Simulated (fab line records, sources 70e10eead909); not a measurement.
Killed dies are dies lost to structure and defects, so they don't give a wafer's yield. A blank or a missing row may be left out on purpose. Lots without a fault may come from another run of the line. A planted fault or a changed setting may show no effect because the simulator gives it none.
fab line records | flow nand_harc
record lots=6 wafers=18 last_day=34
route steps=1302 shown A_CHANNEL_HOLE_D2@575 A_CHANNEL_FILL_D2@610 END@1302
lots that met no fault: from a run of the same line without faults
start_h: hours from the record's first day to the start of the lot's first wafer shown | wait_h: hours since the lot's step before | " the same as in the row above | L1.1+2: a row that stands for several wafers | - no value, or no start given | * or withheld: withheld | < > ~ a bound
route shown NAME@n: a module of which the file shows steps, and the number in the route of the first | usual: mean/standard deviation of fault-free wafers | same: alike in all rows | chamber/n: place in a boat | sites: the reading at each site | _std_site: their standard deviation | _edge_site: outer sites' mean less inner sites' | radius_mm: how far each site lies from the wafer's centre | mask NAME#n: copy n | behind: the tool/chamber that last shaped the wafer | hold: why the lot was held/for how many hours/how that ended | device: the transistor (n, p or np) that didn't switch | end of line: the same wafers' tests at the end of the route | a step without rows: its recipe alone | killed: dies lost to structure and defects at the first sort, not the wafer's yield | map: a wafer's dies, x killed, . not, _ none there
set.NAME: the setting as run; set.NAME@STEP: as run at that earlier step | model.NAME: the simulator's own value behind a step, which no gauge read
lots at some steps of the route; a table a step, a row a wafer
services: from which hour (start_h, from the record's first day; less than 0 if before it) a tool's chamber was out of use, for how many hours, and why
## steps
# step NHARC_A_CHANNEL_HOLE_D2_COAT_37
# recipe temp_c=225 time_s=65
# step NHARC_A_CHANNEL_HOLE_D2_COAT_04
# recipe spin_rpm=1500 resist_thk_nm=90
# step NHARC_A_CHANNEL_HOLE_D2_SOFTBAKE_05
# recipe temp_c=105 time_s=55
# step NHARC_A_CHANNEL_HOLE_D2_EBR_06
# step NHARC_A_CHANNEL_HOLE_D2_EXPOSE_07
# recipe na=1.35 target_cd_nm=100 sigma_outer=0.3 dose_mj=59.65 mask_id=HOLE_D2
# step NHARC_A_CHANNEL_HOLE_D2_PEB_08
# recipe peb_temp_c=100 peb_time_s=65
# step NHARC_A_CHANNEL_HOLE_D2_DEVELOP_09
# recipe develop_time_s=35 dev_temp_c=23
# step NHARC_A_CHANNEL_HOLE_D2_CD_MEAS_10
# recipe target_cd_nm=100 landing_energy_ev=500
# usual cd_nm=100.1/0.44
# columns lot.wafer tool chamber start_h wait_h cd_nm
L361.1 cd_sem-02 0 320.08 - 100.6
L361.5 " 0 " " 100.6
L361.6 " 0 " " 100.0
L366.1 cd_sem-03 0 376.66 - 100.6
L366.2 " 0 " " 100.5
L366.4 " 0 " " 99.9
L372.1 cd_sem-03 0 439.11 - 100.1
L372.4 " 0 " " 99.7
L372.5 " 0 " " 100.1
L374.1 cd_sem-03 0 441.46 - 99.7
L374.4 " 0 " " 100.4
L374.6 " 0 " " 99.6
L380.1 cd_sem-01 0 504.77 - 101.0
L380.2 " 0 " " 100.6
L380.5 " 0 " " 101.3
L381.1 cd_sem-02 0 529.31 - 100.1
L381.5 " 0 " " 100.0
L381.6 " 0 " " 99.3
# step NHARC_A_CHANNEL_HOLE_D2_OVL_MEAS_11
# usual overlay_x_nm=0.2/0.9 overlay_y_nm=0.2/0.8
# columns lot.wafer tool chamber start_h wait_h overlay_x_nm overlay_y_nm
L361.1 overlay-01 - 320.17 - -0.7 -0.6
L361.5 " - " " -0.7 -0.4
L361.6 " - " " -0.6 -0.5
L366.1 overlay-01 - 376.74 - 0.4 0.6
L366.2 " - " " 0.5 0.2
L366.4 " - " " 0.4 0.4
L372.1 overlay-02 - 439.20 - 1.5 -0.3
L372.4 " - " " 1.9 -0.6
L372.5 " - " " 1.5 0.8
L374.1 overlay-01 - 441.55 - -1.0 -0.5
L374.4 " - " " -0.5 -0.9
L374.6 " - " " -0.3 -0.3
L380.1 overlay-02 - 504.86 - -1.2 1.2
L380.2 " - " " -0.7 1.4
L380.5 " - " " -0.7 1.0
L381.1 overlay-02 - 529.40 - 2.2 0.6
L381.5 " - " " 1.8 0.8
L381.6 " - " " 1.3 0.1
# step NHARC_A_CHANNEL_HOLE_D2_INSPECT_12
# usual raw_defect_count=29/22
# columns lot.wafer tool chamber start_h wait_h raw_defect_count
L361.1 defect_inspect-01 - 320.21 0.0 9
L361.5 " - " " 5
L361.6 " - " " 4
L366.1 defect_inspect-02 - 376.78 0.0 11
L366.2 " - " " 8
L366.4 " - " " 9
L372.1 defect_inspect-02 - 439.23 0.0 52
L372.4 " - " " 45
L372.5 " - " " 58
L374.1 defect_inspect-02 - 441.58 0.0 27
L374.4 " - " " 22
L374.6 " - " " 21
L380.1 defect_inspect-01 - 504.90 0.0 21
L380.2 " - " " 24
L380.5 " - " " 19
L381.1 defect_inspect-01 - 529.44 0.0 23
L381.5 " - " " 32
L381.6 " - " " 25
# step NHARC_A_CHANNEL_HOLE_D2_DESCUM_15
# recipe time_s=3 o2_flow_sccm=200 ar_flow_sccm=0 bias_power_w=0 chemistry=O2
# step NHARC_A_CHANNEL_HOLE_D2_ETCH_38
# recipe target_depth_a=390 over_etch_frac=0.3 time_s=65 ion_energy_ev=80 cf4_flow_sccm=150 ar_flow_sccm=0 rf_w=300 bias_w=100 chemistry=CF4
# usual drypump_motor_current_A=5.7/0.31 oes_product_au=1.001/0.0095 rf_vpp_V=151.5/1.2 showerhead_plenum_p_Torr=1.79/0.082 throttle_valve_pct=13.284/0.0088
# columns lot.wafer tool chamber start_h wait_h drypump_motor_current_A oes_product_au rf_hours_counter_h rf_vpp_V showerhead_plenum_p_Torr throttle_valve_pct
L361.1 rie_diel-03 1 320.35 0.1 5.3 0.978 1 151.9 1.71 13.304
L361.6 " 1 " " 5.3 0.986 - 149.6 1.71 13.295
L361.5 " 2 " " 5.9 1.005 - 148.9 1.66 13.287
L366.2 rie_diel-13 2 376.94 0.1 5.5 0.995 1 153.9 1.87 13.298
L366.1 " 1 " " 5.3 0.992 1 150.0 1.83 13.273
L366.4 " 1 " " 5.3 0.987 - 152.0 1.83 13.286
L372.4 rie_diel-13 0 439.39 0.1 5.8 1.006 5 150.7 1.66 13.287
L372.1 " 1 " " 5.2 0.982 5 151.7 1.83 13.298
L372.5 " 2 " " 5.5 0.998 - 151.5 1.87 13.260
L374.4 rie_diel-13 2 441.73 0.1 5.5 0.994 6 151.6 1.87 13.288
L374.1 " 0 " " 5.8 1.006 6 150.5 1.66 13.290
L374.6 " 2 " " 5.5 0.989 - 151.5 1.87 13.282
L380.2 rie_diel-04 2 505.04 0.1 5.4 1.001 8 150.5 1.74 13.272
L380.1 " 3 " " 6.1 1.004 7 152.4 1.82 13.283
L380.5 " 3 " " 6.0 0.999 - 151.9 1.82 13.282
L381.1 rie_diel-13 3 529.58 0.1 6.1 1.013 0 150.8 1.88 13.288
L381.5 " 3 " " 6.1 1.007 - 153.3 1.88 13.285
L381.6 " 0 " " 5.8 1.013 - 149.1 1.66 13.288
# step NHARC_A_CHANNEL_HOLE_D2_ETCH_39
# recipe target_depth_a=2600 over_etch_frac=0.3 time_s=325 ion_energy_ev=200 n2_flow_sccm=150 h2_flow_sccm=150 ar_flow_sccm=0 rf_w=400 bias_w=150 chemistry=N2/H2
# usual drypump_motor_current_A=5.7/0.3 oes_product_au=1.001/0.01 rf_vpp_V=431.2/3 showerhead_plenum_p_Torr=2.06/0.11 throttle_valve_pct=14.172/0.0087
# columns lot.wafer tool chamber start_h wait_h drypump_motor_current_A oes_product_au rf_hours_counter_h rf_vpp_V showerhead_plenum_p_Torr throttle_valve_pct
L361.1 rie_diel-03 3 320.49 - 5.6 1.011 1 430.9 2.05 14.179
L361.5 " 1 " " 5.3 0.985 - 428.8 1.96 14.172
L361.6 " 2 " " 5.9 1.015 - 427.6 1.90 14.175
L366.2 rie_diel-13 3 377.05 - 6.0 1.002 1 433.8 2.18 14.181
L366.4 " 0 " " 5.8 1.014 1 426.3 1.90 14.165
L366.1 " 2 " " 5.6 1.012 1 433.1 2.17 14.160
L372.4 rie_diel-13 1 439.47 - 5.3 0.991 5 433.4 2.12 14.164
L372.1 " 3 " " 6.1 1.001 5 434.3 2.18 14.164
L372.5 " 1 " " 5.3 0.991 - 433.9 2.12 14.166
L374.1 rie_diel-13 0 441.84 - 5.8 1.012 6 427.2 1.90 14.175
L374.4 " 2 " " 5.5 1.007 6 435.1 2.16 14.174
L374.6 " 3 " " 6.0 1.008 - 434.3 2.18 14.162
L380.2 rie_diel-04 3 505.16 - 6.1 1.010 7 432.1 2.10 14.193
L380.1 " 1 " " 5.9 0.987 8 435.0 2.15 14.181
L380.5 " 3 " " 6.1 1.005 - 431.0 2.10 14.165
L381.1 rie_diel-13 0 529.72 - 5.8 1.008 0 427.0 1.90 14.185
L381.5 " 2 " " 5.5 1.005 - 432.6 2.16 14.179
L381.6 " 3 " " 6.1 1.007 - 435.3 2.18 14.177
# step NHARC_A_CHANNEL_HOLE_D2_ETCH_34
# recipe target_depth_a=1540 time_s=77 cf4_flow_sccm=100 chf3_flow_sccm=30 ar_flow_sccm=0 rf_w=500 bias_w=200 chemistry=CF4/CHF3
# step NHARC_A_CHANNEL_HOLE_D2_ETCH_16
# recipe target_depth_a=31000 over_etch_frac=0.3 time_s=806 ion_energy_ev=150 o2_flow_sccm=400 cos_flow_sccm=20 ar_flow_sccm=0 rf_w=500 bias_w=300 chemistry=O2/COS
# step NHARC_A_CHANNEL_HOLE_D2_CD_MEAS_18
# usual cd_nm=99.5/2.1
# columns lot.wafer tool chamber start_h wait_h cd_nm
L361.1 cd_sem-03 - 321.37 - 96.8
L361.5 " - " " 99.3
L361.6 " - " " 100.6
L366.1 cd_sem-02 - 377.97 - 101.1
L366.2 " - " " 100.4
L366.4 " - " " 98.4
L372.1 cd_sem-01 - 440.41 - 99.0
L372.4 " - " " 103.7
L372.5 " - " " 99.8
L374.1 cd_sem-02 - 442.75 - 99.9
L374.4 " - " " 101.7
L374.6 " - " " 97.7
L380.1 cd_sem-01 - 506.06 - 99.4
L380.2 " - " " 100.5
L380.5 " - " " 101.1
L381.1 cd_sem-03 - 530.60 - 99.2
L381.5 " - " " 99.2
L381.6 " - " " 103.1
# step NHARC_A_CHANNEL_HOLE_D2_ETCH_19
# recipe bias_v=1200 source_w=2500 pressure_mtorr=15 time_s=34.5 ar_flow_sccm=375 c4f8_flow_sccm=28.8 o2_flow_sccm=96.2 temp_c=-20 target_depth_a=* chemistry=C4F8/O2/Ar
# step NHARC_A_CHANNEL_HOLE_D2_ETCH_20
# recipe bias_v=3000 source_w=withheld pressure_mtorr=20 time_s=361.9 ar_flow_sccm=375 c4f8_flow_sccm=89.3 o2_flow_sccm=35.7 temp_c=-20 target_depth_a=16000 chemistry=C4F8/O2/Ar
# step NHARC_A_CHANNEL_HOLE_D2_ETCH_21
# recipe bias_v=3000 source_w=withheld pressure_mtorr=20 time_s=514.3 ar_flow_sccm=375 c4f8_flow_sccm=89.3 o2_flow_sccm=35.7 temp_c=-20 target_depth_a=16000 chemistry=C4F8/O2/Ar
# step NHARC_A_CHANNEL_HOLE_D2_ETCH_22
# recipe bias_v=3000 source_w=withheld pressure_mtorr=20 time_s=666.7 ar_flow_sccm=375 c4f8_flow_sccm=89.3 o2_flow_sccm=35.7 temp_c=-20 target_depth_a=16000 chemistry=C4F8/O2/Ar
# usual drypump_motor_current_A=5.9/0.35 showerhead_plenum_p_Torr=3.69/0.19 throttle_valve_pct=32.155/0.0095
# columns lot.wafer tool chamber start_h wait_h drypump_motor_current_A rf_hours_counter_h showerhead_plenum_p_Torr throttle_valve_pct
L361.1 har_etch-01 1 326.38 0.4 5.4 169 3.69 32.156
L361.5 " 0 " " 6.2 - 3.50 32.151
L361.6 " 1 " " 5.4 - 3.69 32.143
L366.2 har_etch-01 1 382.71 0.4 5.5 207 3.67 32.152
L366.1 " 0 " " 6.3 207 3.48 32.156
L366.4 " 1 " " 5.5 - 3.67 32.158
L372.1 har_etch-01 0 441.45 0.4 6.2 248 3.46 32.162
L372.4 " 0 " " 6.2 - 3.46 32.150
L372.5 " 1 " " 5.4 - 3.64 32.147
L374.1 har_etch-01 0 445.61 0.4 6.2 252 3.46 32.165
L374.4 " 1 " " 5.5 - 3.64 32.161
L374.6 " 1 " " 5.4 - 3.64 32.149
L380.2 har_etch-01 0 507.01 0.4 6.3 286 3.44 32.151
L380.1 " 1 " " 5.5 286 3.62 32.158
L380.5 " 0 " " 6.2 - 3.44 32.173
L381.1 har_etch-02 0 531.55 0.4 6.3 74 3.89 32.156
L381.6 " 0 " " 6.3 - 3.89 32.147
L381.5 " 1 " " 5.8 - 3.89 32.158
# step NHARC_A_CHANNEL_HOLE_D2_ETCH_23
# recipe bias_v=5000 source_w=withheld pressure_mtorr=20 time_s=819 ar_flow_sccm=375 c4f8_flow_sccm=89.3 o2_flow_sccm=35.7 temp_c=-20 target_depth_a=16000 chemistry=C4F8/O2/Ar
# step NHARC_A_CHANNEL_HOLE_D2_ETCH_24
# recipe bias_v=5000 source_w=withheld pressure_mtorr=20 time_s=906.2 ar_flow_sccm=375 c4f8_flow_sccm=93.8 o2_flow_sccm=31.2 temp_c=-20 target_depth_a=15000 chemistry=C4F8/O2/Ar
# usual drypump_motor_current_A=5.9/0.35 showerhead_plenum_p_Torr=3.69/0.18 throttle_valve_pct=32.236/0.0086
# columns lot.wafer tool chamber start_h wait_h drypump_motor_current_A rf_hours_counter_h showerhead_plenum_p_Torr throttle_valve_pct
L361.1 har_etch-01 1 327.66 0.6 5.4 170 3.68 32.226
L361.5 " 0 " " 6.2 - 3.50 32.237
L361.6 " 1 " " 5.5 - 3.68 32.243
L366.2 har_etch-01 1 383.98 0.6 5.4 208 3.66 32.237
L366.1 " 0 " " 6.2 208 3.48 32.223
L366.4 " 1 " " 5.4 - 3.66 32.246
L372.1 har_etch-01 0 442.75 0.6 6.2 250 3.46 32.248
L372.4 " 0 " " 6.2 - 3.46 32.241
L372.5 " 1 " " 5.5 - 3.64 32.251
L374.1 har_etch-01 0 446.90 0.6 6.2 254 3.46 32.237
L374.4 " 1 " " 5.4 - 3.64 32.226
L374.6 " 1 " " 5.4 - 3.64 32.231
L380.2 har_etch-01 0 508.27 0.6 6.2 288 3.44 32.223
L380.1 " 1 " " 5.4 288 3.62 32.249
L380.5 " 0 " " 6.2 - 3.44 32.223
L381.1 har_etch-02 0 532.81 0.6 6.3 75 3.88 32.230
L381.6 " 0 " " 6.3 - 3.88 32.226
L381.5 " 1 " " 5.9 - 3.89 32.237
# step NHARC_A_CHANNEL_HOLE_D2_ETCH_25
# recipe bias_v=5000 source_w=withheld pressure_mtorr=20 time_s=1040.2 ar_flow_sccm=375 c4f8_flow_sccm=93.8 o2_flow_sccm=31.2 temp_c=-20 target_depth_a=15000 chemistry=C4F8/O2/Ar
# step NHARC_A_CHANNEL_HOLE_D2_ETCH_26
# recipe bias_v=300 source_w=2000 pressure_mtorr=30 time_s=224.1 ar_flow_sccm=375 c4f8_flow_sccm=11.4 o2_flow_sccm=113.6 temp_c=-20 target_depth_a=3000 chemistry=C4F8/O2/Ar
# step NHARC_A_CHANNEL_HOLE_D2_ETCH_27
# recipe bias_v=400 source_w=2000 pressure_mtorr=25 time_s=90 ar_flow_sccm=375 c4f8_flow_sccm=41.7 o2_flow_sccm=83.3 temp_c=-20 target_depth_a=4000 chemistry=C4F8/O2/Ar
# usual drypump_motor_current_A=5.9/0.36 showerhead_plenum_p_Torr=3.73/0.19 throttle_valve_pct=27.620/0.0079
# columns lot.wafer tool chamber start_h wait_h drypump_motor_current_A rf_hours_counter_h showerhead_plenum_p_Torr throttle_valve_pct
L361.1 har_etch-01 1 329.41 0.2 5.5 172 3.73 27.628
L361.5 " 0 " " 6.2 - 3.54 27.624
L361.6 " 1 " " 5.5 - 3.73 27.615
L366.2 har_etch-01 1 385.83 0.2 5.5 210 3.71 27.621
L366.1 " 0 " " 6.2 210 3.52 27.609
L366.4 " 1 " " 5.5 - 3.71 27.619
L372.1 har_etch-01 0 444.49 0.2 6.3 251 3.49 27.620
L372.4 " 0 " " 6.2 - 3.49 27.619
L372.5 " 1 " " 5.5 - 3.68 27.612
L374.1 har_etch-01 0 448.65 0.2 6.2 255 3.49 27.628
L374.4 " 1 " " 5.4 - 3.68 27.624
L374.6 " 1 " " 5.4 - 3.68 27.635
L380.2 har_etch-01 0 510.11 0.2 6.2 289 3.47 27.635
L380.1 " 1 " " 5.4 289 3.66 27.616
L380.5 " 0 " " 6.2 - 3.47 27.597
L381.1 har_etch-02 0 534.67 0.2 6.3 77 3.93 27.630
L381.6 " 0 " " 6.4 - 3.93 27.632
L381.5 " 1 " " 5.8 - 3.94 27.628
# step NHARC_A_CHANNEL_HOLE_D2_STRIP_41
# recipe n2_flow_sccm=150 h2_flow_sccm=150 ar_flow_sccm=0 bias_w=0 chemistry=N2/H2
# step NHARC_A_CHANNEL_HOLE_D2_STRIP_42
# recipe cf4_flow_sccm=100 chf3_flow_sccm=30 ar_flow_sccm=0 bias_w=0 chemistry=CF4/CHF3
# step NHARC_A_CHANNEL_HOLE_D2_STRIP_43
# recipe o2_flow_sccm=400 cos_flow_sccm=20 ar_flow_sccm=0 bias_w=0 chemistry=O2/COS
# step NHARC_A_CHANNEL_HOLE_D2_ETCH_44
# recipe target_depth_a=1400 overetch_a=140 time_s=77 ion_energy_ev=100 cf4_flow_sccm=80 o2_flow_sccm=20 ar_flow_sccm=0 rf_w=300 bias_w=100 chemistry=CF4/O2
# step NHARC_A_CHANNEL_HOLE_D2_STRIP_28
# recipe o2_flow_sccm=500 ar_flow_sccm=0 bias_w=0 chemistry=O2
# usual drypump_motor_current_A=5.8/0.31 oes_product_au=0.999/0.0092 rf_vpp_V=57.9/0.86 showerhead_plenum_p_Torr=3.58/0.16 throttle_valve_pct=17.037/0.009
# columns lot.wafer tool chamber start_h wait_h drypump_motor_current_A oes_product_au rf_hours_counter_h rf_vpp_V showerhead_plenum_p_Torr throttle_valve_pct
L361.1 rie_diel-13 0 - - 5.8 0.988 9 56.1 3.31 17.028
L361.6 " 3 " " 6.1 0.995 - 59.5 3.75 17.028
L361.5 " 0 " " 5.8 0.995 - 58.7 3.31 17.032
L366.1 rie_diel-13 1 - - 5.3 0.989 2 58.1 3.65 17.041
L366.2 " 2 " " 5.6 1.002 2 55.9 3.73 17.039
L366.4 " 3 " " 6.1 1.016 2 57.8 3.75 17.047
L372.1 rie_diel-03 1 - - 5.3 0.988 10 57.3 3.40 17.043
L372.5 " 2 " " 5.9 1.013 - 57.6 3.31 17.047
L372.4 " 1 " " 5.3 0.989 - 56.8 3.40 17.045
L374.1 rie_diel-04 2 - - 5.4 1.006 4 58.1 3.48 17.044
L374.4 " 3 " " 6.1 1.009 4 57.3 3.63 17.021
L374.6 " 2 " " 5.4 1.004 - 58.3 3.48 17.046
L380.1 rie_diel-13 2 - - 5.6 0.996 10 58.2 3.72 17.028
L380.2 " 0 " " 5.8 0.996 11 57.6 3.30 17.042
L380.5 " 2 " " 5.5 1.008 - 58.0 3.72 17.029
L381.1 rie_diel-13 1 - - 5.3 0.995 1 58.1 3.64 17.029
L381.6 " 1 " " 5.3 0.983 - 57.3 3.64 17.033
L381.5 " 2 " " 5.5 1.001 - 57.1 3.72 17.003
# step NHARC_A_CHANNEL_HOLE_D2_PRECLEAN_29
# recipe time_s=* temp_c=50 bath_age_min=0 chemistry=SC1
# step NHARC_A_CHANNEL_HOLE_D2_SRD_30
# step NHARC_A_CHANNEL_HOLE_D2_CD_MEAS_31
# usual cd_nm=90.0/1.2
# columns lot.wafer tool chamber start_h wait_h cd_nm
L361.1 cd_sem-02 - 330.92 - 89.0
L361.5 " - " " 88.8
L361.6 " - " " 89.7
L366.1 cd_sem-02 - 387.38 - 90.4
L366.2 " - " " 93.1
L366.4 " - " " 91.0
L372.1 cd_sem-02 - 446.16 - 89.6
L372.4 " - " " 88.6
L372.5 " - " " 89.1
L374.1 cd_sem-03 - 450.17 - 91.4
L374.4 " - " " 92.3
L374.6 " - " " 92.3
L380.1 cd_sem-03 - 511.66 - 92.5
L380.2 " - " " 90.1
L380.5 " - " " 91.6
L381.1 cd_sem-01 - 536.22 - 90.2
L381.5 " - " " 88.3
L381.6 " - " " 91.1
# step NHARC_A_CHANNEL_HOLE_D2_XSEM_32
# recipe landing_energy_ev=35000
# step NHARC_A_CHANNEL_HOLE_D2_INSPECT_40
# usual raw_defect_count=261/81
# columns lot.wafer tool chamber start_h wait_h raw_defect_count
L361.1 defect_inspect-01 - 331.11 - 225
L361.5 " - " " 231
L361.6 " - " " 213
L366.1 defect_inspect-02 - 387.57 - 263
L366.2 " - " " 221
L366.4 " - " " 202
L372.1 defect_inspect-01 - 446.34 - 1228
L372.4 " - " " 1174
L372.5 " - " " 1116
L374.1 defect_inspect-02 - 450.35 - 1073
L374.4 " - " " 906
L374.6 " - " " 1035
L380.1 defect_inspect-02 - 511.84 - 353
L380.2 " - " " 294
L380.5 " - " " 289
L381.1 defect_inspect-01 - 536.40 - 307
L381.5 " - " " 226
L381.6 " - " " 155
# step NHARC_A_CHANNEL_FILL_D2_PRECLEAN_00
# recipe time_s=* temp_c=50 bath_age_min=0 chemistry=SC1
# step NHARC_END_SORT_01
# recipe temp_c=25
# usual killed_at_array=53/21 killed_at_other=1.1/1.5 killed_at_periphery=3.9/2.7 killed_dies=58/21 killed_open=3.4/1.9 killed_short=2.3/1.5
# same gross_dies=677
# columns lot.wafer tool chamber start_h wait_h killed_at_array killed_at_other killed_at_periphery killed_dies killed_open killed_short
L374.1 prober-01 0 701.01 2.5 165 0 2 167 0 2
L374.4 prober-01 0 703.39 3.4 135 0 5 140 6 1
L374.6 prober-01 0 704.98 4.0 123 0 1 124 3 3
L372.1 prober-02 0 703.64 2.5 82 0 1 83 1 3
L372.4 prober-02 0 706.05 3.4 131 0 5 136 10 0
L372.5 prober-02 0 706.85 3.7 113 0 6 119 3 2
# killed by level:class
L374.1 A_CHANNEL_HOLE_D2:unspecified=90 A_CHANNEL_HOLE_D2:chamber_film_flake=25 A_SLIT:chamber_film_flake=21 A_CHANNEL_HOLE_D1:chamber_film_flake=10 A_CONTACT:chamber_film_flake=9 A_CHANNEL_FILL_D1:chamber_film_flake=4 A_SGD_CUT:chamber_film_flake=2 A_CHANNEL_FILL_D1:geometric_particle:short=1
L374.4 A_CHANNEL_HOLE_D2:unspecified=60 A_SLIT:chamber_film_flake=29 A_CHANNEL_HOLE_D2:chamber_film_flake=14 A_CHANNEL_HOLE_D1:chamber_film_flake=10 A_CONTACT:chamber_film_flake=10 P_STI:chamber_film_flake=3 A_SGD_CUT:chamber_film_flake=3 P_M0:geometric_particle:open=2
L372.1 A_CHANNEL_HOLE_D2:unspecified=46 A_CHANNEL_HOLE_D2:chamber_film_flake=22 A_CHANNEL_HOLE_D1:chamber_film_flake=4 A_CONTACT:chamber_film_flake=3 A_CHANNEL_FILL_D2:chamber_film_flake=2 A_DECK1_JOINT:geometric_particle:short=1 A_CHANNEL_FILL_D2:geometric_particle:short=1 A_SGD_CUT:geometric_particle:short=1
L374.6 A_CHANNEL_HOLE_D2:unspecified=43 A_SLIT:chamber_film_flake=27 A_CHANNEL_HOLE_D2:chamber_film_flake=20 A_CONTACT:chamber_film_flake=12 A_CHANNEL_HOLE_D1:chamber_film_flake=10 A_SGD_CUT:chamber_film_flake=3 A_SOURCE_PLATE:geometric_particle:short=2 A_CHANNEL_FILL_D1:geometric_particle:open=1
L372.4 A_CHANNEL_HOLE_D2:unspecified=75 A_CHANNEL_HOLE_D1:chamber_film_flake=25 A_CHANNEL_HOLE_D2:chamber_film_flake=16 A_WL_FILL:geometric_particle:open=3 P_M0:chamber_film_flake=3 A_BONDPAD:chamber_film_flake=3 A_ONON_D2:geometric_particle:open=2 A_CONTACT:chamber_film_flake=2
L372.5 A_CHANNEL_HOLE_D2:unspecified=67 A_CHANNEL_HOLE_D2:chamber_film_flake=21 A_CHANNEL_HOLE_D1:chamber_film_flake=14 P_M0:chamber_film_flake=5 A_BONDPAD:chamber_film_flake=4 A_CHANNEL_FILL_D2:geometric_particle:open=2 A_CHANNEL_FILL_D1:geometric_particle:open=1 A_DECK1_JOINT:geometric_particle:short=1
# map L372.4 (x killed, . not)
____________.____________
_________......._________
_______..........._______
______............x______
_____..............._____
____........x........____
____.................____
___...................___
___.............x.....___
__........x...x....x...__
__...........x..x..x...__
_......x.x.....xxx......_
_............x.x.x.x...x_
_............xxxxx......_
_.............xxxxxx.x.._
_............x.xxxx....._
.....x........xxxxxx.....
.............x.xxx.......
..............x.x.....x..
..x..x.........x.x.......
.....xx..................
_...xxx.......x........._
_..xxxx..........x......_
_..xxxxxx..............._
_.xxxxxxxx.............._
_xxxxxxxx.x....x........_
__xxxxxxxx.............__
__xxxxxxx.......x......__
___xxxxxx.............___
___xxxxxx.....x.......___
____xxxx..x..........____
____xxxxxx.........x.____
_____xxxx..........._____
______xx...........______
_______..........._______
_________......._________
____________.____________
# map L374.1 (x killed, . not)
____________x____________
_________xxxx.xx_________
_______xxxxxxxx..._______
______xxxxxxxxxxx..______
_____.xxxxxxxxx.x..._____
____...xxxxxxxxxx....____
____..xxxxxxxxxx.....____
___...xxxxxxxxxx......___
___..xxxxxxxxxxx...x..___
__x...xxxxxxxx.........__
__x.x.xxxxxxx.x..x..x..__
_..x.xxxxxxxx..xx..x.x.._
_.x.xxxxxxxx....x..x...._
_...xxxxxx......xxxxx..._
_....xxxx...x...x..x...._
_..xxx.x.x.....xx.xx...._
......x.x.......xxx......
...................x.....
...............x.xx..x...
.........................
................x........
_..x..........x........._
_......................._
_......................._
_....................x.x_
_......................._
__........x............__
__..........x..........__
___...................___
___...................___
____.................____
____.................____
_____..............._____
______.............______
_______..........._______
_________......._________
____________.____________
## services
# columns tool chamber start_h hours kind
rie_diel-13 0 296.85 - clean
rie_diel-13 1 296.85 - clean
rie_diel-13 2 296.85 - clean
rie_diel-13 3 296.85 - clean
rie_diel-13 3 311.30 4.8 repair
rie_diel-13 0 321.44 - clean
rie_diel-13 1 321.44 - clean
rie_diel-13 2 321.44 - clean
rie_diel-13 3 321.44 - clean
rie_diel-03 3 331.06 2.2 repair
rie_diel-13 - 342.26 9.0 pm
rie_diel-04 - 354.90 9.0 pm
har_etch-02 - 380.30 17.0 pm
rie_diel-03 1 397.68 13.4 repair
rie_diel-04 0 422.95 21.2 repair
har_etch-02 - 430.23 1.9 repair
rie_diel-03 3 434.42 11.8 repair
rie_diel-03 - 458.30 9.0 pm
rie_diel-13 3 482.03 2.2 repair
har_etch-02 - 491.79 0.5 repair
rie_diel-13 2 492.94 17.1 repair
rie_diel-13 - 519.26 9.0 pm
rie_diel-04 - 521.86 3.0 repair
rie_diel-04 - 531.90 9.0 pm
## key
first_sign step=NHARC_A_CHANNEL_HOLE_D2_INSPECT_40 reading=raw_defect_count direction=up sigmas=10 usual=261 struck=1089
effect step=NHARC_END_SORT_01 reading=killed_at_array direction=up sigmas=3.5 usual=53 struck=125 wafers_moved=5
more_kills_born_at NHARC_A_CHANNEL_HOLE_D2_ETCH_39@rie_diel-13=381
met_at NHARC_A_CHANNEL_HOLE_D2_ETCH_39
struck_wafers L372.1,L372.4,L372.5,L374.1,L374.4,L374.6
tester_left_out L372,L374
onset_between 377.05 439.47
fault kind=chamber_particle_source tool=rie_diel-13 chamber=- onset_h=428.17 steps=NHARC_A_CHANNEL_HOLE_D2_ETCH_39 rate_per_visit_cm2=1.1059 end_h=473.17
# tester_left_out: of these lots the tester's yield and bins aren't shown, on N5 and GAA mostly nor the transistor test; their killed dies are dies lost to structure and defects alone, not to doping, threshold or leakage, so they don't give the yield
